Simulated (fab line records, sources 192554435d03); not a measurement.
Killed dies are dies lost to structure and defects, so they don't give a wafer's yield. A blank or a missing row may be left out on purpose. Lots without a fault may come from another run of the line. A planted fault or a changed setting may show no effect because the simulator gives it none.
fab line records | flow n5_finfet
record lots=11 wafers=33 last_day=18
route steps=1938 shown SDB@365 HKMG_FIN@386 PASSIVATION@1936
lots that met no fault: from a run of the same line without faults
start_h: hours from the record's first day to the start of the lot's first wafer shown | wait_h: hours since the lot's step before | " the same as in the row above | L1.1+2: a row that stands for several wafers | - no value, or no start given | * or withheld: withheld | < > ~ a bound
route shown NAME@n: a module of which the file shows steps, and the number in the route of the first | usual: mean/standard deviation of fault-free wafers | same: alike in all rows | chamber/n: place in a boat | sites: the reading at each site | _std_site: their standard deviation | _edge_site: outer sites' mean less inner sites' | radius_mm: how far each site lies from the wafer's centre | mask NAME#n: copy n | behind: the tool/chamber that last shaped the wafer | hold: why the lot was held/for how many hours/how that ended | device: the transistor (n, p or np) that didn't switch | end of line: the same wafers' tests at the end of the route | a step without rows: its recipe alone | killed: dies lost to structure and defects at the first sort, not the wafer's yield | map: a wafer's dies, x killed, . not, _ none there
set.NAME: the setting as run; set.NAME@STEP: as run at that earlier step | model.NAME: the simulator's own value behind a step, which no gauge read
steps of the route over a sample of lots; a table a step, a row a wafer
services: from which hour (start_h, from the record's first day; less than 0 if before it) a tool's chamber was out of use, for how many hours, and why
## steps
# step N5_SDB_STRIP_22
# recipe chemistry=N2/H2 power_w=1000 temp_c=250 h2_frac=0.65 overash_fraction=0.3 pressure_mtorr=withheld n2_flow_sccm=1750 h2_flow_sccm=3250
# usual drypump_motor_current_A=5.23/0.23 heater_power_w=350/39 n2_flow_sccm=1750/5.3 oes_product_au=0.714/0.0047 strip_time_to_endpoint_s=96.2/0.3
# columns lot.wafer tool chamber start_h wait_h drypump_motor_current_A heater_power_w n2_flow_sccm oes_product_au rf_hours_counter_h strip_time_to_endpoint_s
L187.1 plasma_asher-02 0 68.99 0.1 5.37 393 1763 0.708 88 96.6
L187.3 " 1 " " 5.20 347 1742 0.715 - 96.1
L187.5 " 0 " " 5.38 384 1755 0.720 - 96.4
L188.2 plasma_asher-01 1 73.48 0.1 5.47 290 1743 0.708 36 95.9
L188.4 " 0 " " 4.78 337 1751 0.715 - 95.9
L188.6 " 1 " " 5.45 284 1741 0.706 - 96.0
L189.1 plasma_asher-01 1 78.33 0.1 5.46 289 1750 0.712 37 96.4
L189.4 " 0 " " 4.80 339 1757 0.713 - 96.4
L189.6 " 0 " " 4.83 336 1759 0.711 - 96.0
L190.1 plasma_asher-01 1 83.86 0.1 5.48 283 1745 0.709 38 96.1
L190.4 " 1 " " 5.47 282 1750 0.713 - 96.0
L190.6 " 1 " " 5.48 276 1758 0.708 - 96.6
L200.2 plasma_asher-02 1 148.10 0.1 5.20 356 1748 0.718 104 96.3
L200.3 " 1 " " 5.17 356 1739 0.717 - 96.4
L200.6 " 0 " " 5.38 390 1749 0.712 - 96.0
L201.2 plasma_asher-02 0 153.20 0.1 5.40 391 1749 0.717 105 95.7
L201.3 " 1 " " 5.19 354 1740 0.702 - 96.7
L201.4 " 0 " " 5.40 389 1745 0.708 - 96.1
L203.3 plasma_asher-02 1 161.50 0.1 5.21 351 1754 0.709 - 96.1
L203.4 " 0 " " 5.38 402 1751 0.712 - 96.2
L203.6 " 0 " " 5.38 396 1749 0.713 - 96.1
L204.2 plasma_asher-01 0 169.61 0.1 4.83 337 1749 0.716 55 96.5
L204.5 " 0 " " 4.81 339 1751 0.715 - 96.3
L204.6 " 1 " " 5.47 282 1744 0.710 - 96.4
L206.2 plasma_asher-02 0 181.83 0.1 5.37 406 1745 0.716 111 96.3
L206.3 " 1 " " 5.17 359 1758 0.715 - 96.3
L206.4 " 0 " " 5.38 398 1747 0.714 - 95.9
L207.3 plasma_asher-02 1 185.72 0.1 5.18 354 1751 0.717 - 95.9
L207.5 " 1 " " 5.18 368 1756 0.721 - 96.5
L207.6 " 0 " " 5.38 391 1739 0.718 - 96.3
L209.1 plasma_asher-01 1 199.46 0.1 5.48 276 1759 0.718 61 97.3
L209.2 " 0 " " 4.80 333 1747 0.717 61 96.5
L209.5 " 0 " " 4.81 333 1745 0.712 - 96.9
# step N5_SDB_ALD_29
# recipe material=SiNx target_thk_a=300 temp_c=400 ald_precursor_family=SiH2I2 ald_co_reactant=N2/H2-plasma pulse_time_s=1 ald_cycles=600 purge_time_s=2 co_reactant_purge_time_s=2 pressure_torr=2
# usual ald_cycles=600/0 heater_power_w=852/79 precursor_pulse_height_rel=1.001/0.018
# columns lot.wafer tool chamber start_h wait_h ald_cycles heater_power_w precursor_pulse_height_rel
L187.1 ald_sin-01 3 70.27 0.7 600 708 1.009
L187.3 " 0 " " 600 885 1.006
L187.5 " 3 71.62 2.1 600 710 1.008
L188.2 ald_sin-02 3 73.99 0.1 600 808 0.999
L188.4 " 0 " " 600 834 1.030
L188.6 " 2 75.34 1.4 600 851 0.964
L189.1 ald_sin-04 3 78.82 0.0 600 822 0.996
L189.4 " 2 " " 600 954 0.945
L189.6 " 2 80.17 1.4 600 939 1.019
L190.1 ald_sin-04 1 84.40 0.1 600 880 1.006
L190.4 " 3 " " 600 807 0.992
L190.6 " 0 85.75 1.4 600 855 0.990
L200.2 ald_sin-04 0 149.04 0.5 600 860 1.002
L200.3 " 3 " " 600 868 0.999
L200.6 " 2 150.40 1.8 600 930 1.010
L201.2 ald_sin-04 0 153.74 0.0 600 866 1.002
L201.3 " 2 " " 600 901 0.968
L201.4 " 3 " " 600 845 1.024
L203.3 ald_sin-04 2 161.95 0.0 600 928 1.023
L203.4 " 0 " " 600 885 0.985
L203.6 " 1 163.31 1.4 600 859 0.995
L204.2 ald_sin-02 1 170.18 0.0 600 730 0.998
L204.5 " 3 171.53 1.4 600 783 0.991
L204.6 " 2 " " 600 864 0.994
L206.2 ald_sin-02 0 183.05 0.6 600 788 0.982
L206.3 " 2 " " 600 876 0.991
L206.4 " 1 " " 600 748 0.977
L207.3 ald_sin-02 3 186.16 0.0 600 804 1.018
L207.5 " 3 187.51 1.4 600 801 1.006
L207.6 " 0 " " 600 788 1.013
L209.1 ald_sin-02 1 199.98 0.1 600 729 0.991
L209.2 " 0 " " 600 816 0.998
L209.5 " 3 201.33 1.4 600 851 0.982
# step N5_SDB_THK_MEAS_31
# recipe reads=a-Si_of_DUMMY_GATE_CVD_03
# usual SDB_THK=64.7/1.2
# columns lot.wafer tool chamber start_h wait_h SDB_THK[nm]
L187.1 film_metro-02 - 73.30 - 63.7
L187.3 " - " " 64.2
L187.5 " - " " 62.8
L188.2 film_metro-02 - 77.01 - 66.0
L188.4 " - " " 66.1
L188.6 " - " " 65.9
L189.1 film_metro-01 - 81.85 - 61.7
L189.4 " - " " 65.3
L189.6 " - " " 63.4
L190.1 film_metro-02 - 87.43 - 65.1
L190.4 " - " " 65.6
L190.6 " - " " 64.8
L200.2 film_metro-01 - 152.07 - 64.0
L200.3 " - " " 64.9
L200.6 " - " " 64.3
L201.2 film_metro-01 - 156.77 - 65.0
L201.3 " - " " 63.1
L201.4 " - " " 65.8
L203.3 film_metro-01 - 164.98 - 64.1
L203.4 " - " " 66.1
L203.6 " - " " 64.6
L204.2 film_metro-02 - 173.21 - 63.9
L204.5 " - " " 65.9
L204.6 " - " " 64.6
L206.2 film_metro-01 - 186.08 - 64.1
L206.3 " - " " 65.3
L206.4 " - " " 65.7
L207.3 film_metro-01 - 189.19 - 64.8
L207.5 " - " " 65.0
L207.6 " - " " 65.7
L209.1 film_metro-02 - 203.01 - 66.9
L209.2 " - " " 66.4
L209.5 " - " " 66.9
# step N5_HKMG_FIN_HK_ALD_01
# recipe material=HfO2 target_thk_a=16 temp_c=withheld ald_precursor_family=HfCl4 ald_co_reactant=H2O pulse_time_s=3 purge_time_s=3 co_reactant_purge_time_s=2.5 co_reactant_pulse_time_s=0.3 ald_cycles=30
# usual ald_cycles=30/0 precursor_pulse_height_rel=0.999/0.02
# columns lot.wafer tool chamber start_h wait_h ald_cycles precursor_pulse_height_rel
L187.1 ald_hk-03 0 73.91 0.0 30 0.975
L187.3 " 2 " " 30 0.973
L187.5 " 0 " " 30 0.976
L188.2 ald_hk-03 0 77.96 0.0 30 0.989
L188.4 " 1 " " 30 1.008
L188.6 " 2 " " 30 0.992
L189.1 ald_hk-03 3 82.53 0.0 30 0.979
L189.4 " 1 " " 30 0.989
L189.6 " 0 " " 30 1.003
L190.1 ald_hk-01 0 88.04 0.0 30 1.009
L190.4 " 3 " " 30 1.019
L190.6 " 1 " " 30 1.005
L200.2 ald_hk-01 0 152.70 0.0 13 0.980
L200.3 " 1 " " 30 0.984
L200.6 " 0 " " 30 0.960
L201.2 ald_hk-01 0 157.39 0.0 13 1.025
L201.3 " 1 " " 30 0.989
L201.4 " 3 " " 13 0.976
L203.3 ald_hk-03 1 165.59 0.0 30 1.009
L203.4 " 2 " " 30 1.014
L203.6 " 2 " " 30 0.991
L204.2 ald_hk-03 3 173.82 0.0 30 1.005
L204.5 " 2 " " 30 1.001
L204.6 " 1 " " 30 1.004
L206.2 ald_hk-02 1 186.80 0.0 30 0.998
L206.3 " 0 " " 30 1.052
L206.4 " 3 " " 30 1.030
L207.3 ald_hk-03 3 190.13 0.0 30 0.991
L207.5 " 0 " " 30 1.015
L207.6 " 3 " " 30 0.992
L209.1 ald_hk-02 3 203.76 0.1 30 0.985
L209.2 " 0 " " 30 1.006
L209.5 " 0 " " 30 0.978
# step N5_HKMG_FIN_THK_MEAS_70
# recipe thk_meas_gauge=xrf reads=HfO2_of_HKMG_FIN_HK_ALD_01
# usual HK_THK=1.613/0.019
# columns lot.wafer tool chamber start_h wait_h HK_THK[nm]
L187.1 film_metro-02 - 77.69 0.2 1.640
L187.3 " - " " 1.622
L187.5 " - " " 1.629
L188.2 film_metro-02 - 81.47 0.2 1.622
L188.4 " - " " 1.588
L188.6 " - " " 1.608
L189.1 film_metro-02 - 86.00 0.2 1.621
L189.4 " - " " 1.595
L189.6 " - " " 1.656
L190.1 film_metro-01 - 91.48 0.2 1.582
L190.4 " - " " 1.607
L190.6 " - " " 1.607
L200.2 film_metro-01 - 156.54 0.2 0.697
L200.3 " - " " 1.605
L200.6 " - " " 1.601
L201.2 film_metro-02 - 161.28 0.2 0.695
L201.3 " - " " 1.623
L201.4 " - " " 0.686
L203.3 film_metro-02 - 169.48 0.2 1.580
L203.4 " - " " 1.625
L203.6 " - " " 1.633
L204.2 film_metro-01 - 177.27 0.2 1.618
L204.5 " - " " 1.613
L204.6 " - " " 1.589
L206.2 film_metro-01 - 190.27 0.2 1.612
L206.3 " - " " 1.607
L206.4 " - " " 1.613
L207.3 film_metro-02 - 193.98 0.2 1.656
L207.5 " - " " 1.626
L207.6 " - " " 1.613
L209.1 film_metro-02 - 207.24 0.2 1.603
L209.2 " - " " 1.614
L209.5 " - " " 1.580
# step N5_PASSIVATION_PROBE_49
# usual killed_at_M0_to_M3=35/12 killed_at_M4_up=13/5.8 killed_at_contacts=12/5.5 killed_at_front_end=36/9.9 killed_at_other=4/3.7 killed_dies=101/18 killed_open=66/13 killed_short=33/8
# same gross_dies=1180 killed_at_back_side=0
# columns lot.wafer tool chamber start_h wait_h killed_at_M0_to_M3 killed_at_M4_up killed_at_contacts killed_at_front_end killed_at_other killed_dies killed_open killed_short
L190.1 prober-02 - 290.28 0.0 47 40 9 30 1 127 85 40
L190.4 prober-02 - 290.43 0.2 38 21 9 48 3 119 83 36
L190.6 prober-02 - 290.53 0.3 34 29 10 54 1 128 88 39
L189.1 prober-01 - 290.74 0.0 36 7 11 56 6 116 76 40
L189.4 prober-01 - 290.89 0.2 38 20 12 48 7 125 85 40
L189.6 prober-01 - 290.99 0.3 23 10 19 42 8 102 61 35
L200.2 prober-02 - 372.15 0.1 30 11 9 36 0 86 64 19
L200.3 prober-02 - 372.20 0.1 32 10 10 43 7 102 66 34
L200.6 prober-02 - 372.35 0.3 27 18 9 36 0 90 58 32
L201.2 prober-01 - 373.96 0.1 26 6 3 42 3 80 41 31
L201.3 prober-01 - 374.01 0.1 35 9 17 35 10 106 64 42
L201.4 prober-01 - 374.06 0.2 34 10 10 22 20 96 66 29
L203.3 prober-02 - 377.18 0.1 37 7 13 21 12 90 58 32
L203.4 prober-02 - 377.23 0.2 36 8 8 30 11 93 60 31
L203.6 prober-02 - 377.33 0.3 21 13 18 36 15 103 64 39
# killed by level:class
L190.1 BEOL_M4:geometric_particle:open=26 BEOL_M2:geometric_particle:open=12 BEOL_M0_SAQP:geometric_particle:short=11 BEOL_M3:geometric_particle:open=10 BEOL_M4:geometric_particle:short=9 MOL_CONTACT_COAG:geometric_particle:open=8 GATE_CUT:geometric_particle:short=7 DUMMY_GATE:geometric_particle:open=5
L190.4 STI_FIN_REVEAL:geometric_particle:open=16 BEOL_M2:geometric_particle:open=13 FIN_SAQP:geometric_particle:open=9 BEOL_M3:geometric_particle:open=9 BEOL_M4:geometric_particle:open=9 FIN_SAQP:geometric_particle:short=8 MOL_CONTACT_COAG:geometric_particle:open=5 BEOL_M0_SAQP:geometric_particle:open=5
L190.6 BEOL_M4:geometric_particle:open=15 STI_FIN_REVEAL:geometric_particle:open=14 BEOL_M2:geometric_particle:open=13 MOL_CONTACT_COAG:geometric_particle:open=8 STI_FIN_REVEAL:geometric_particle:short=8 BEOL_M3:geometric_particle:open=7 FIN_SAQP:geometric_particle:open=5 BEOL_M1:geometric_particle:short=5
L189.1 STI_FIN_REVEAL:geometric_particle:open=10 BEOL_M0_SAQP:geometric_particle:open=10 FIN_SAQP:geometric_particle:open=9 BEOL_M0_SAQP:geometric_particle:short=9 FIN_SAQP:geometric_particle:short=7 DUMMY_GATE:geometric_particle:open=7 MOL_CONTACT_COAG:geometric_particle:open=7 BEOL_M2:geometric_particle:open=6
L189.4 FIN_SAQP:geometric_particle:open=18 MOL_CONTACT_COAG:geometric_particle:open=9 BEOL_M0_SAQP:geometric_particle:short=9 BEOL_M2:geometric_particle:open=9 BEOL_M4:geometric_particle:open=8 BEOL_M1:geometric_particle:open=7 STARTING-WAFER:geometric_particle:short=7 FIN_SAQP:geometric_particle:short=6
L189.6 MOL_CONTACT_COAG:geometric_particle:open=14 FIN_SAQP:geometric_particle:short=11 DUMMY_GATE:geometric_particle:open=7 FIN_SAQP:geometric_particle:open=6 BEOL_M4:geometric_particle:open=6 HKMG_FIN:area_etch=6 MOL_CONTACT_COAG:geometric_particle:short=5 BEOL_M0_SAQP:geometric_particle:short=5
L200.2 BEOL_M2:geometric_particle:open=9 FIN_SAQP:geometric_particle:open=6 MOL_CONTACT_COAG:geometric_particle:open=6 BEOL_M1:geometric_particle:open=6 STI_FIN_REVEAL:geometric_particle:open=5 DUMMY_GATE:geometric_particle:open=5 BEOL_M0:geometric_particle:open=5 GATE_CUT:geometric_particle:open=4
L200.3 MOL_CONTACT_COAG:geometric_particle:open=9 FIN_SAQP:geometric_particle:open=9 FIN_SAQP:geometric_particle:short=6 BEOL_M0_SAQP:geometric_particle:open=6 BEOL_M1:geometric_particle:open=6 BEOL_M2:geometric_particle:open=6 ILD0:geometric_particle:short=5 DUMMY_GATE:geometric_particle:open=4
L200.6 BEOL_M2:geometric_particle:open=9 DUMMY_GATE:geometric_particle:open=7 BEOL_M4:geometric_particle:open=6 MOL_CONTACT_COAG:geometric_particle:open=6 ILD0:geometric_particle:short=5 BEOL_M1:geometric_particle:open=5 FIN_SAQP:geometric_particle:open=4 BEOL_M5:geometric_particle:open=4
L201.2 FIN_SAQP:geometric_particle:open=11 FIN_SAQP:geometric_particle:short=9 BEOL_M0_SAQP:geometric_particle:short=7 BEOL_M3:geometric_particle:open=7 HKMG_FIN:area_etch=7 BEOL_M0_SAQP:geometric_particle:open=6 GATE_CUT:geometric_particle:short=4 STARTING-WAFER:geometric_particle:short=3
L201.3 MOL_CONTACT_COAG:geometric_particle:open=14 BEOL_M0_SAQP:geometric_particle:short=13 BEOL_M0_SAQP:geometric_particle:open=10 STI_FIN_REVEAL:geometric_particle:open=8 FIN_SAQP:geometric_particle:short=7 BEOL_M3:geometric_particle:open=6 FIN_SAQP:geometric_particle:open=4 DUMMY_GATE:geometric_particle:open=4
L201.4 PASS1_CAP:geometric_particle:open=9 MOL_CONTACT_COAG:geometric_particle:open=8 BEOL_M0_SAQP:geometric_particle:open=8 PASS1_CAP:geometric_particle:short=7 DUMMY_GATE:geometric_particle:open=6 BEOL_M0_SAQP:geometric_particle:short=6 BEOL_M2:geometric_particle:open=6 BEOL_M3:geometric_particle:open=6
L203.3 MOL_CONTACT_COAG:geometric_particle:open=11 BEOL_M0_SAQP:geometric_particle:short=9 FIN_SAQP:geometric_particle:short=5 BEOL_M0_SAQP:geometric_particle:open=5 BEOL_M0:geometric_particle:open=5 BEOL_M1:geometric_particle:open=5 BEOL_M2:geometric_particle:open=5 FIN_SAQP:geometric_particle:open=4
L203.4 BEOL_M3:geometric_particle:open=12 FIN_SAQP:geometric_particle:open=8 FIN_SAQP:geometric_particle:short=7 BEOL_M2:geometric_particle:open=7 MOL_CONTACT_COAG:geometric_particle:open=6 BEOL_M1:geometric_particle:open=5 GATE_CUT:geometric_particle:short=5 BEOL_M0_SAQP:geometric_particle:short=5
L203.6 MOL_CONTACT_COAG:geometric_particle:open=17 FIN_SAQP:geometric_particle:short=11 FIN_SAQP:geometric_particle:open=8 BEOL_M0_SAQP:geometric_particle:short=6 BEOL_M3:geometric_particle:open=6 BEOL_M4:geometric_particle:open=5 MIM_BOT:geometric_particle:short=5 DUMMY_GATE:geometric_particle:open=4
## services
# columns tool chamber start_h hours kind
ald_sin-04 - 52.01 14.6 pm
ald_sin-02 3 59.29 8.1 repair
ald_sin-02 - 85.84 14.0 pm
ald_sin-02 0 85.84 14.0 vent_cycle
ald_sin-02 1 85.84 14.0 vent_cycle
ald_sin-02 2 85.84 14.0 vent_cycle
ald_sin-02 3 85.84 14.0 vent_cycle
ald_sin-02 0 99.84 - clean
ald_sin-02 1 99.84 - clean
ald_sin-02 2 99.84 - clean
ald_sin-02 3 99.84 - clean
ald_sin-04 - 115.57 6.1 pm
ald_sin-02 - 150.28 6.0 pm
plasma_asher-02 - 158.03 2.8 pm
ald_hk-02 - 159.25 1.0 repair
ald_hk-02 - 172.69 0.7 repair
ald_sin-02 2 176.22 2.9 repair
## key
first_sign step=N5_HKMG_FIN_HK_ALD_01 reading=ald_cycles direction=down sigmas=99+ usual=* struck=*
effect step=N5_HKMG_FIN_THK_MEAS_70 reading=HK_THK direction=down sigmas=48 usual=1.613 struck=0.693
met_at N5_HKMG_FIN_HK_ALD_01
struck_lots L200,L201
struck_wafers L200.2,L201.2,L201.4
tester_left_out L200,L201
not_acting_at N5_SDB_STRIP_22,N5_SDB_ALD_29,N5_SDB_THK_MEAS_31
onset_between 88.04 152.70
fault kind=process_parameter_drift tool=ald_hk-01 chamber=- onset_h=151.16 steps=N5_HKMG_FIN_HK_ALD_01 channel=ald_cycles offset=* shape=step end_h=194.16 scope=struck_wafers_only acts_in=* stated=*
# tester_left_out: of these lots the tester's yield and bins aren't shown, on N5 and GAA mostly nor the transistor test; their killed dies are dies lost to structure and defects alone, not to doping, threshold or leakage, so they don't give the yield
